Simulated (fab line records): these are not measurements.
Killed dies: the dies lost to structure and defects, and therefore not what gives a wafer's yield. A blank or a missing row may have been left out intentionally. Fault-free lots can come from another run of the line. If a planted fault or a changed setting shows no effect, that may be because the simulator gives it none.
fab line records | flow nand_harc
record: lots: 15 wafers: 43 last_day: 34
route steps=1302 shown A_BONDPAD@1216 END@1302
lots that met no fault: taken from a fault-free run of the same line
start_h: hours from the record's first day to the start of the lot's first wafer shown | wait_h: hours from the lot's prior step to this one | " identical to the entry in the row above | L1.1+2: a row that stands for several wafers | - value missing, or start not given | * or withheld: withheld | < > ~ a bound
route shown NAME@n: NAME is a module with steps in the file, n the number in the route of the first one | usual: mean and standard deviation over wafers with no fault | same: alike in all rows | chamber/n: place in a boat | sites: readings site by site | _std_site: standard deviation of those values | _edge_site: outer sites' mean less inner sites' | radius_mm: for every site, how far away it sits from the centre of the wafer | mask NAME#n: copy n | behind: tool/chamber where the wafer was last shaped | hold: cause of the lot's hold/its duration in hours/its outcome | device: the n, p or np transistor that did not switch | end of line: at the end of the route, the tests of the same wafers | a step given without rows: its recipe and nothing more | killed: dies lost to structure and defects at the first sort, not the wafer's yield | map: a wafer's dies, x killed, . not, _ none there
set.NAME: the setting the step ran with; set.NAME@STEP: the setting that earlier step ran with | model.NAME: the simulator's own value behind a step, which no gauge read
a sample of lots followed through the steps of the route, with each step as a table and each wafer as a row
services: when a tool's chamber went out of use (start_h, in hours from the record's first day, below 0 if earlier), for how many hours, and the reason
== steps ==
step: NHARC_A_BONDPAD_OVL_MEAS_35
usual: overlay_x_nm: 0/7.8 overlay_y_nm: 1/5.4
columns lot.wafer tool chamber start_h wait_h overlay_x_nm overlay_y_nm
L997.3 overlay-01 - 538.80 - -7 3
L997.5 " - " " -7 3
L997.6 " - " " -7 2
L999.2 overlay-02 - 569.83 - 5 -4
L999.3 " - " " 4 -4
L999.5 " - " " 5 -4
L100.4 overlay-01 - 577.94 - -1 -1
L100.5 " - " " -1 -1
L100.6 " - " " 0 -1
L102.1 overlay-01 - 590.72 - -8 0
L102.3 " - " " -7 -1
L102.5 " - " " -7 -1
L101.1 overlay-01 - 593.75 - -1 -2
L101.2 " - " " -1 -2
L101.4 " - " " -1 -2
L103.1 overlay-01 - 603.26 - 2 -1
L103.2 " - " " 2 -1
L103.3 " - " " 3 -1
L104.1 overlay-02 - 618.62 - 4 1
L104.3 " - " " 4 0
L104.5 " - " " 4 1
L108.2 overlay-02 - 635.19 - 4 -7
L108.5 " - " " 4 -7
L108.6 " - " " 5 -7
L106.3 overlay-02 - 649.58 - 0 -2
L106.4 " - " " 0 -2
L106.5 " - " " 0 -2
L107.3 overlay-01 - 655.40 - 4 5
L107.4 " - " " 4 5
L107.5 " - " " 3 4
L109.2 overlay-02 - 667.47 - -16 -5
L109.4 " - " " -16 -5
L111.2 overlay-02 - 673.49 - -5 4
L111.3 " - " " -6 4
L110.3 overlay-01 - 685.35 - -9 0
L110.4 " - " " -9 1
L110.6 " - " " -9 0
L118.1 overlay-01 - 745.50 - 1 1
L118.3 " - " " 1 1
L118.4 " - " " 1 0
L119.2 overlay-02 - 778.38 - 5 16
L119.5 " - " " 5 17
L119.6 " - " " 5 17
step: NHARC_A_BONDPAD_CD_MEAS_13
usual: cd_nm: 501.8/2.2
columns lot.wafer tool chamber start_h wait_h cd_nm
L997.3 cd_sem-03 - 539.37 - 504.0
L997.5 " - " " 502.3
L997.6 " - " " 500.4
L999.2 cd_sem-03 - 570.27 - 503.4
L999.3 " - " " 505.9
L999.5 " - " " 503.1
L100.4 cd_sem-01 - 578.39 - 503.0
L100.5 " - " " 502.7
L100.6 " - " " 505.5
L102.1 cd_sem-02 - 591.22 - 498.8
L102.3 " - " " 505.0
L102.5 " - " " 502.9
L101.1 cd_sem-01 - 594.19 - 501.1
L101.2 " - " " 500.5
L101.4 " - " " 500.0
L103.1 cd_sem-03 - 603.69 - 502.1
L103.2 " - " " 501.8
L103.3 " - " " 502.6
L104.1 cd_sem-03 - 619.07 - 500.3
L104.3 " - " " 502.0
L104.5 " - " " 500.0
L108.2 cd_sem-03 - 635.63 - 502.8
L108.5 " - " " 503.0
L108.6 " - " " 505.1
L106.3 cd_sem-01 - 650.02 - 498.4
L106.4 " - " " 503.0
L106.5 " - " " 500.7
L107.3 cd_sem-01 - 655.85 - 501.4
L107.4 " - " " 502.0
L107.5 " - " " 505.5
L109.2 cd_sem-03 - 668.03 - 503.3
L109.4 " - " " 499.3
L111.2 cd_sem-03 - 673.93 - 504.7
L111.3 " - " " 500.9
L110.3 cd_sem-03 - 685.80 - 500.1
L110.4 " - " " 502.8
L110.6 " - " " 503.0
L118.1 cd_sem-03 - 745.94 - 502.7
L118.3 " - " " 503.5
L118.4 " - " " 501.0
L119.2 cd_sem-03 - 778.83 - 504.4
L119.5 " - " " 503.4
L119.6 " - " " 501.2
step: NHARC_A_BONDPAD_ECD_18
recipe: target_thk_a: 4000 bath_temp_c: 25 material: Cu
usual: bath_temp_c: 25.00/0.1
columns lot.wafer tool chamber start_h wait_h bath_temp_c
L997.3 ecd_cu-01 0 540.55 - 25.06
L997.6 " 0 " " 25.20
L997.5 " 1 " " 24.95
L999.2 ecd_cu-01 0 571.30 - 25.02
L999.3 " 0 " " 25.08
L999.5 " 1 " " 24.87
L100.4 ecd_cu-02 1 579.47 - 25.25
L100.6 " 1 " " 24.95
L100.5 " 0 " " 24.86
L102.1 ecd_cu-02 0 592.20 - 24.88
L102.3 " 1 " " 24.93
L102.5 " 0 " " 24.94
L101.1 ecd_cu-01 1 595.18 - 24.99
L101.2 " 0 " " 24.73
L101.4 " 1 " " 25.00
L103.2 ecd_cu-02 1 604.68 - 25.03
L103.1 " 0 " " 25.05
L103.3 " 1 " " 24.91
L104.1 ecd_cu-02 1 620.05 - 25.05
L104.3 " 0 " " 24.91
L104.5 " 1 " " 24.92
L108.2 ecd_cu-02 1 636.61 - 25.06
L108.5 " 1 " " 24.96
L108.6 " 0 " " 25.05
L106.3 ecd_cu-02 1 651.10 - 25.06
L106.4 " 0 " " 25.01
L106.5 " 1 " " 24.95
L107.4 ecd_cu-02 0 656.93 - 24.94
L107.3 " 1 " " 25.02
L107.5 " 1 " " 24.98
L109.2 ecd_cu-02 0 669.06 - 24.99
L109.4 " 0 " " 24.93
L111.2 ecd_cu-02 1 675.01 - 25.05
L111.3 " 0 " " 24.98
L110.4 ecd_cu-01 1 686.91 - 24.87
L110.3 " 0 " " 25.07
L110.6 " 1 " " 25.11
L118.1 ecd_cu-02 0 746.92 - 25.12
L118.3 " 0 " " 24.85
L118.4 " 1 " " 25.19
L119.2 ecd_cu-01 0 779.86 - 25.05
L119.6 " 1 " " 25.07
L119.5 " 0 " " 25.00
step: NHARC_A_BONDPAD_ANNEAL_28
recipe: temp_c: 225 time_s: 90
usual: wafer_temp_C_max: 226.1/0.44
columns lot.wafer tool chamber start_h wait_h wafer_temp_C_max
L997.3 rtp_anneal-02 0 541.00 - 226.2
L997.5 " 0 " " 226.4
L997.6 " 0 " " 226.0
L999.2 rtp_anneal-01 0 571.68 0.3 225.8
L999.3 " 0 " " 225.7
L999.5 " 0 " " 225.7
L100.4 rtp_anneal-02 0 579.90 0.4 226.0
L100.5 " 0 " " 226.3
L100.6 " 0 " " 226.6
L102.1 rtp_anneal-02 0 592.57 - 226.6
L102.3 " 0 " " 226.3
L102.5 " 0 " " 225.7
L101.1 rtp_anneal-02 0 595.55 0.3 226.2
L101.2 " 0 " " 226.6
L101.4 " 0 " " 226.4
L103.1 rtp_anneal-02 0 605.06 - 226.2
L103.2 " 0 " " 226.3
L103.3 " 0 " " 226.1
L104.1 rtp_anneal-01 0 620.42 - 225.6
L104.3 " 0 " " 225.7
L104.5 " 0 " " 225.8
L108.2 rtp_anneal-01 0 637.05 0.4 225.9
L108.5 " 0 " " 225.7
L108.6 " 0 " " 225.6
L106.3 rtp_anneal-02 0 651.58 0.4 226.4
L106.4 " 0 " " 226.7
L106.5 " 0 " " 226.5
L107.3 rtp_anneal-01 0 657.31 0.3 225.7
L107.4 " 0 " " 225.7
L107.5 " 0 " " 226.1
L109.2 rtp_anneal-02 0 669.44 0.3 227.0
L109.4 " 0 " " 226.8
L111.2 rtp_anneal-02 0 675.39 0.3 226.8
L111.3 " 0 " " 226.5
L110.3 rtp_anneal-01 0 687.30 0.3 225.6
L110.4 " 0 " " 225.7
L110.6 " 0 " " 225.6
L118.1 rtp_anneal-01 0 747.66 0.7 225.6
L118.3 " 0 " " 225.5
L118.4 " 0 " " 225.4
L119.2 rtp_anneal-02 0 780.23 - 227.2
L119.5 " 0 " " 226.5
L119.6 " 0 " " 226.4
step: NHARC_END_SORT_01
recipe: temp_c: 25
usual: defect_limited_yield: 91.1/2.8 killed_at_array: 55/19 killed_at_other: 0.9/1.4 killed_at_periphery: 3.8/2.9 killed_dies: 60/19 killed_open: 3.3/1.8 killed_short: 2.6/1.6
same: gross_dies: 677
columns lot.wafer tool chamber start_h wait_h defect_limited_yield[%] killed_at_array killed_at_other killed_at_periphery killed_dies killed_open killed_short
L107.3 prober-02 0 688.99 3.1 0 669 3 5 677 7 1
L107.4 prober-02 0 689.78 3.4 89.2 67 1 5 73 4 1
L107.5 prober-02 0 690.57 3.6 87.9 77 1 4 82 3 1
L106.3 prober-01 0 689.01 3.1 92.5 50 0 1 51 2 3
L106.4 prober-01 0 689.80 3.4 94.8 30 0 5 35 2 2
L106.5 prober-01 0 690.60 3.7 93.1 44 0 3 47 8 0
L109.2 prober-02 0 699.17 2.8 0 672 0 5 677 3 2
L109.4 prober-02 0 700.75 3.4 92.6 48 0 2 50 0 1
L111.2 prober-01 0 704.14 2.8 0 667 0 10 677 5 4
L111.3 prober-01 0 704.93 3.1 0 670 1 6 677 5 4
killed by level:class
L107.3 A_BONDPAD:area_ecd=599 A_CHANNEL_HOLE_D1:chamber_film_flake=37 A_SLIT:chamber_film_flake=21 THIN_TSV:chamber_film_flake=3 A_DECK1_JOINT:geometric_particle:open=2 A_CONTACT:chamber_film_flake=2 P_GATE:geometric_particle:open=1 P_CONTACT:geometric_particle:open=1
L106.3 A_SLIT:chamber_film_flake=35 A_CHANNEL_HOLE_D1:chamber_film_flake=6 A_STAIRCASE:chamber_film_flake=2 P_M0:geometric_particle:open=1 A_ONON_D1:geometric_particle:open=1 A_CHANNEL_FILL_D1:geometric_particle:short=1 A_DECK1_JOINT:geometric_particle:short=1 A_WL_FILL:geometric_particle:short=1
L107.4 A_SLIT:chamber_film_flake=28 A_CHANNEL_HOLE_D1:chamber_film_flake=22 A_CONTACT:chamber_film_flake=6 A_STAIRCASE:chamber_film_flake=3 P_GATE:chamber_film_flake=2 A_DECK1_JOINT:chamber_film_flake=2 A_WL_FILL:chamber_film_flake=2 P_STI:geometric_particle:open=1
L106.4 A_SLIT:chamber_film_flake=21 A_STAIRCASE:chamber_film_flake=4 A_CHANNEL_HOLE_D1:chamber_film_flake=3 P_CONTACT:geometric_particle:open=2 P_GATE:chamber_film_flake=2 P_CONTACT:geometric_particle:short=1 A_SGD_CUT:geometric_particle:short=1 A_DECK1_JOINT:chamber_film_flake=1
L107.5 A_SLIT:chamber_film_flake=35 A_CHANNEL_HOLE_D1:chamber_film_flake=26 A_CONTACT:chamber_film_flake=3 A_CHANNEL_FILL_D1:chamber_film_flake=2 A_DECK1_JOINT:chamber_film_flake=2 A_STAIRCASE:chamber_film_flake=2 A_WL_FILL:chamber_film_flake=2 P_GATE:geometric_particle:open=1
L106.5 A_SLIT:chamber_film_flake=28 A_CHANNEL_HOLE_D1:chamber_film_flake=5 A_STAIRCASE:chamber_film_flake=4 P_CONTACT:geometric_particle:open=1 P_M0:geometric_particle:open=1 A_ONON_D1:geometric_particle:open=1 A_DECK1_JOINT:geometric_particle:open=1 A_CHANNEL_HOLE_D2:geometric_particle:open=1
L109.2 A_BONDPAD:area_ecd=624 A_SLIT:chamber_film_flake=24 A_CHANNEL_HOLE_D2:chamber_film_flake=10 A_CHANNEL_HOLE_D1:chamber_film_flake=4 P_GATE:chamber_film_flake=3 P_GATE:geometric_particle:open=2 A_STAIRCASE:chamber_film_flake=2 A_CONTACT:chamber_film_flake=2
L109.4 A_SLIT:chamber_film_flake=23 A_CHANNEL_HOLE_D2:chamber_film_flake=10 A_CHANNEL_HOLE_D1:chamber_film_flake=7 A_CHANNEL_FILL_D1:chamber_film_flake=3 A_STAIRCASE:chamber_film_flake=3 P_GATE:chamber_film_flake=2 A_SGD_CUT:geometric_particle:short=1 A_CONTACT:chamber_film_flake=1
L111.2 A_BONDPAD:area_ecd=619 A_SLIT:chamber_film_flake=20 A_CONTACT:chamber_film_flake=13 P_GATE:chamber_film_flake=6 A_CHANNEL_HOLE_D1:chamber_film_flake=4 A_DECK1_JOINT:geometric_particle:open=2 A_ONON_D2:geometric_particle:short=2 P_M0:chamber_film_flake=2
L111.3 A_BONDPAD:area_ecd=622 A_SLIT:chamber_film_flake=26 A_CHANNEL_HOLE_D1:chamber_film_flake=9 A_CONTACT:chamber_film_flake=5 P_M0:chamber_film_flake=2 P_GATE:geometric_particle:open=1 P_CONTACT:geometric_particle:open=1 P_M1:geometric_particle:short=1
== services ==
columns tool chamber start_h hours kind
ecd_cu-02 - 524.88 1.6 repair
ecd_cu-01 - 525.21 0.7 repair
ecd_cu-02 - 596.16 8.0 pm
ecd_cu-02 - 663.92 0.5 repair
ecd_cu-01 - 688.00 8.0 pm
ecd_cu-02 - 720.34 0.3 repair
ecd_cu-01 - 741.76 1.5 repair
rtp_anneal-02 - 744.00 12.0 pm
ecd_cu-02 - 772.16 8.0 pm
== key ==
first_sign: step: NHARC_END_SORT_01 reading: defect_limited_yield direction: down sigmas: 33 usual: 91.1 struck: 0
effect: step: NHARC_END_SORT_01 reading: killed_dies direction: up sigmas: 33 usual: 60 struck: 677
more_kills_born_at: NHARC_A_BONDPAD_ECD_18@ecd_cu-02: 2464
met_at NHARC_A_BONDPAD_ECD_18
struck_lots L107,L109,L111
struck_wafers L107.3,L109.2,L111.2,L111.3
later_rows_left_out L107.3,L109.2,L111.2,L111.3
not_acting_at NHARC_A_BONDPAD_OVL_MEAS_35,NHARC_A_BONDPAD_CD_MEAS_13,NHARC_A_BONDPAD_ANNEAL_28
onset_between 651.10 656.93
fault: kind: process_parameter_drift tool: ecd_cu-02 chamber: - onset_h: 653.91 steps: NHARC_A_BONDPAD_ECD_18 channel: target_thk_a offset: * shape: step end_h: 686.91 scope: struck_wafers_only acts_in: * stated: *
later_rows_left_out: the simulator's readings of these wafers behind a module that went badly wrong aren't trusted and aren't shown, but for the sort
